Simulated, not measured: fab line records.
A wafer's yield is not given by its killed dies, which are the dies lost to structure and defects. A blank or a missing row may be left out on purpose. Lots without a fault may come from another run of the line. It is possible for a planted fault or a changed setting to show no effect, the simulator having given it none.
Split-lot study	flow n5_finfet	7 lots, 39 wafers read, on a route of 1938 steps

== ABOUT THE SPLIT ==
At N5_SD_EPI_P_ETCH_36 (etches SiARC in CF4, target depth 45.5 nm, time 75.8 s), the setting bias_w was moved away from the recipe's 36 W on 9 of the 39 wafers read, by -5.6% to +6.3%. This setting was run at the recipe's value on the other wafers.

The split's own step is where the reading is taken.

== THE READING ==
rf_vpp_V, in V, at N5_SD_EPI_P_ETCH_36 (etches SiARC in CF4, target depth 45.5 nm, time 75.8 s). Typical for fault-free wafers on this fab line: 184.4 V, with standard deviation 0.96 V.

wafer	tool, chamber at the split	bias_w as run, W	against the recipe	rf_vpp_V, V	against lot-mates on the recipe
L078.1	rie_diel-02, 3	36	recipe	184.3	-
L078.2	rie_diel-02, 1	33.99	-5.6%	177.5	-7.3
L078.3	rie_diel-02, 2	33.99	-5.6%	177.4	-7.4
L078.4	rie_diel-02, 0	33.99	-5.6%	176.5	-8.3
L078.5	rie_diel-02, 0	36	recipe	184.3	-
L078.6	rie_diel-02, 1	36	recipe	185.7	-
L083.1	rie_diel-02, 3	34.2	-5.0%	178.4	-6.9
L083.2	rie_diel-02, 0	34.2	-5.0%	178.3	-7.0
L083.3	rie_diel-02, 1	36	recipe	183.4	-
L083.4	rie_diel-02, 2	36	recipe	186.2	-
L083.5	rie_diel-02, 1	36	recipe	186.4	-
L083.6	rie_diel-02, 0	34.2	-5.0%	177.8	-7.5
L084.1	rie_diel-02, 2	36	recipe	185.2	-
L084.2	rie_diel-02, 0	36	recipe	184.3	-
L084.3	rie_diel-02, 3	36	recipe	184.6	-
L084.4	rie_diel-02, 1	36	recipe	184.1	-
L084.5	rie_diel-02, 1	36	recipe	184.3	-
L084.6	rie_diel-02, 2	36	recipe	185.0	-
L090.2	rie_diel-02, 3	36	recipe	185.0	-
L090.3	rie_diel-02, 1	36	recipe	185.8	-
L090.6	rie_diel-02, 0	36	recipe	183.3	-
L091.1	rie_diel-06, 0	36	recipe	182.9	-
L091.2	rie_diel-06, 1	38.26	+6.3%	191.4	+7.6
L091.3	rie_diel-06, 2	36	recipe	184.9	-
L091.4	rie_diel-06, 1	38.26	+6.3%	193.8	+10.0
L091.5	rie_diel-06, 2	36	recipe	183.6	-
L091.6	rie_diel-06, 0	38.26	+6.3%	191.0	+7.2
L095.1	rie_diel-02, 3	36	recipe	185.7	-
L095.2	rie_diel-02, 2	36	recipe	184.5	-
L095.3	rie_diel-02, 0	36	recipe	184.3	-
L095.4	rie_diel-02, 1	36	recipe	183.0	-
L095.5	rie_diel-02, 2	36	recipe	184.7	-
L095.6	rie_diel-02, 3	36	recipe	184.2	-
L096.1	rie_diel-04, 2	36	recipe	182.4	-
L096.2	rie_diel-04, 3	36	recipe	184.3	-
L096.3	rie_diel-04, 1	36	recipe	185.9	-
L096.4	rie_diel-04, 3	36	recipe	184.9	-
L096.5	rie_diel-04, 2	36	recipe	184.0	-
L096.6	rie_diel-04, 1	36	recipe	184.5	-

FIT RESULTS
A straight line over all 39 wafers: rf_vpp_V changes by +1.26 V for each +1% of bias_w; r = +0.96; the points scatter about the line by 0.96 V.
The same after taking each lot's own level away (the mean of its wafers on the recipe; 39 wafers): +1.36 V for each +1%; r = +0.97; scatter 0.89 V.
According to that fit, moving bias_w by its largest amount changes the reading by 8.5 V.
Measured against the standard deviation above, the lots' own levels, which go from 183.80 to 185.33 V, span 1.6 times it.
Consequently the slope shifts little with the lot-to-lot level, the two slopes agreeing.
Check: +8.69 V against its lot-mates is what the line predicts for one of the wafers moved furthest among these (+6.3%) when that wafer is left out of the fit. It came out at +7.6 V against them.
Tool readings at the split's step, against how far the setting was moved: rf_vpp_V r = +0.96.

== THE OTHER SPLITS THESE WAFERS WENT THROUGH ==
Note: prior to the reading, these wafers also went through further splits. Each is held against what the fit with the lots' levels taken away leaves over:
other split on the same wafers	wafers away from the commonest value	r with rf_vpp_V (lot level and that fit taken away)
N5_FIN_SAQP_SPACER1_ALD_24 temp_c	18	-0.09
N5_DUMMY_GATE_ETCH_31 target_depth_a	15	+0.00

== FILE'S OWN FIT ==
rf_vpp_V changes by +1.36 V for each +1% of bias_w, r = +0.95.
